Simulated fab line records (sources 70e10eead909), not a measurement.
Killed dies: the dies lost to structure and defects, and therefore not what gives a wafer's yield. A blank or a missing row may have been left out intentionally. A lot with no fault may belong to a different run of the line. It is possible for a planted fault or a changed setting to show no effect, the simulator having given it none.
A struck lot beside a sound one / flow nand-harc / 24 out of 1159 route steps
Sound: the wafers L730.1, L730.4, L730.6. Struck: wafers L738.1, L738.6. (L738.3 of the same lot was not struck and is left out.) The cause comes at the end.
Per side, at each step with rows, come the tool, then ch with its chambers, and then its first start. Under that, the readings that differ: sound wafers / struck wafers / difference of the means / sigmas: that difference in standard deviations of wafers without a fault.
alike: readings with means less than 2 such deviations apart, plus words and numbers identical on both sides. not compared: withheld readings, readings lacking a value on some wafer, bounds such as >300 that could conceal the same value, and numbers that have no deviation in the record and whose values overlap.
A row with sigmas, a row that says differs or no value, or rows on one side alone: a step with any of these is where the two part. Numbers that don't overlap but have no deviation are shown without sigmas and don't part them. Lack of a reading on every wafer of one side parts them only where that side has two or more wafers.

first, 4 steps without rows for these wafers: NHARC_P_GATE_PRECLEAN_71 (cleans in SC1); NHARC_P_GATE_SRD_72; NHARC_P_GATE_OXIDE_16 (material SiO2, target thk 3 nm, ox time 392 s); NHARC_P_GATE_CVD_17 (deposits poly-Si, target thk 150 nm, time 900 s).
NHARC_P_GATE_HM_DEP_102: deposits aC, target thk 120 nm.
  sound on acl-dep-02 ch 0, day 7 20:19; struck on acl-dep-01 ch 0, day 9 03:07
reading=susceptor-temp-C (C); sound=- - -; struck=399.93 400.24; difference=no value on the sound wafers; sigmas=
  alike: throttle-valve-pct
NHARC_P_GATE_DEP_103: deposits SiON, target thk 30 nm.
  sound on pecvd-03 ch 1,2, day 7 21:12; struck on pecvd-02 ch 2, day 9 03:50
reading=heater-power-w (W); sound=837 805 864; struck=635 622; difference=-207; sigmas=-2
  alike: susceptor-temp-C
then, 6 steps without rows for these wafers: NHARC_P_GATE_DEHYDRATE_18 (time 120 s); NHARC_P_GATE_HMDS_19 (time 30 s); NHARC_P_GATE_COAT_20 (resist thk 90 nm); NHARC_P_GATE_SOFTBAKE_21 (time 55 s); NHARC_P_GATE_EBR_22; NHARC_P_GATE_EXPOSE_23 (exposes mask P GATE, target cd 120 nm).
NHARC_P_GATE_PEB_24: peb time 65 s.
  sound on litho-track-06 ch 0, day 7 21:49; struck on litho-track-06 ch 0, day 9 04:26
reading=heater-power-total-W (W); sound=156.4 156.6 156.3; struck=166.3 166.1; difference=+9.8; sigmas=+24
  alike: exhaust-pa, resist-line-temp-C
then, 1 step without rows for these wafers: NHARC_P_GATE_DEVELOP_25 (develop time 35 s).
NHARC_P_GATE_CD_MEAS_26: target cd 120 nm.
  sound on cd-sem-01 ch 0, day 7 21:53; struck on cd-sem-01 ch 0, day 9 04:31
reading=cd-nm (nm); sound=120.3 119.4 119.2; struck=124.1 124.1; difference=+4.5; sigmas=+6
NHARC_P_GATE_OVL_MEAS_27:
  sound on overlay-02 at day 7 21:59; struck on overlay-02 at day 9 04:37
  alike: overlay-x-nm, overlay-y-nm
NHARC_P_GATE_INSPECT_28:
  sound on defect-inspect-02 at day 7 22:01; struck on defect-inspect-01 at day 9 04:38
  alike: raw-defect-count
NHARC_P_GATE_DESCUM_31: chemistry O2, time 3 s.
  sound on rie-diel-07 ch 0,3, day 7 22:04; struck on rie-diel-05 ch 2,3, day 9 04:43
reading=model.P_GATE.cd-nm (nm); sound=120.5 119.4 119.1; struck=123.3 123.2; difference=+3.6; sigmas=
  alike: drypump-motor-current-A, oes-product-au, rf-vpp-V, showerhead-plenum-p-Torr, throttle-valve-pct
  not compared: rf-hours-counter-h
NHARC_P_GATE_ETCH_104: etches the open film in CF4/CHF3, target depth 60 nm.
  sound on rie-diel-07 ch 0,1,3, day 7 22:10; struck on rie-diel-05 ch 0,1, day 9 05:22
reading=drypump-motor-current-A (A); sound=6.0 6.3 5.8; struck=5.4 5.2; difference=-0.7; sigmas=-2
  alike: oes-product-au, rf-vpp-V, showerhead-plenum-p-Torr, throttle-valve-pct
NHARC_P_GATE_HM_OPEN_105: chemistry O2/COS, target depth 360 nm.
  sound on rie-diel-07 ch 0,1,3; struck on rie-diel-05 ch 0
  alike: drypump-motor-current-A, oes-product-au, rf-vpp-V, showerhead-plenum-p-Torr, throttle-valve-pct
  not compared: rf-hours-counter-h
then, 1 step without rows for these wafers: NHARC_P_GATE_STRIP_106 (strips in O2/COS).
NHARC_P_GATE_ETCH_114: etches the open film in CF4/O2, target depth 30 nm, overetch 3 nm, time 16.5 s.
  sound on rie-diel-07 ch 1,3; struck on rie-diel-05 ch 1,2
reading=model.P_GATE.cd-nm (nm); sound=121.2 118.2 121.1; struck=125.2 124.9; difference=+4.9; sigmas=
  alike: drypump-motor-current-A, oes-product-au, rf-vpp-V, showerhead-plenum-p-Torr, throttle-valve-pct
  not compared: rf-hours-counter-h
NHARC_P_GATE_ETCH_32: etches the open film in HBr/Cl2, target depth 150 nm, time 100.1 s.
  sound on rie-si-02 ch 0,1,2, day 7 22:32; struck on rie-si-06 ch 0, day 9 05:46
  alike: drypump-motor-current-A, oes-product-au, throttle-valve-pct
  not compared: rf-hours-counter-h
-- the record jumps here: 14 days lie between the struck wafers' starts before and after (it left off in module P_GATE and takes up again in module END, whose first step shown is number 1159 of the route) --
NHARC_END_SORT_01:
  sound on prober-02 ch 0, day 22 11:04; struck on prober-02 ch 0, day 23 10:46
  alike: killed-at-array, killed-at-other, killed-at-periphery, killed-dies, killed-open, killed-short

WHERE THEY PART
Earliest at NHARC_P_GATE_HM_DEP_102; latest, in this record, at NHARC_P_GATE_ETCH_104. Later steps at which nothing parts them and some readings are alike: NHARC_P_GATE_HM_OPEN_105, NHARC_P_GATE_ETCH_114, NHARC_P_GATE_ETCH_32, NHARC_END_SORT_01.

WHY: whatever the simulator had introduced
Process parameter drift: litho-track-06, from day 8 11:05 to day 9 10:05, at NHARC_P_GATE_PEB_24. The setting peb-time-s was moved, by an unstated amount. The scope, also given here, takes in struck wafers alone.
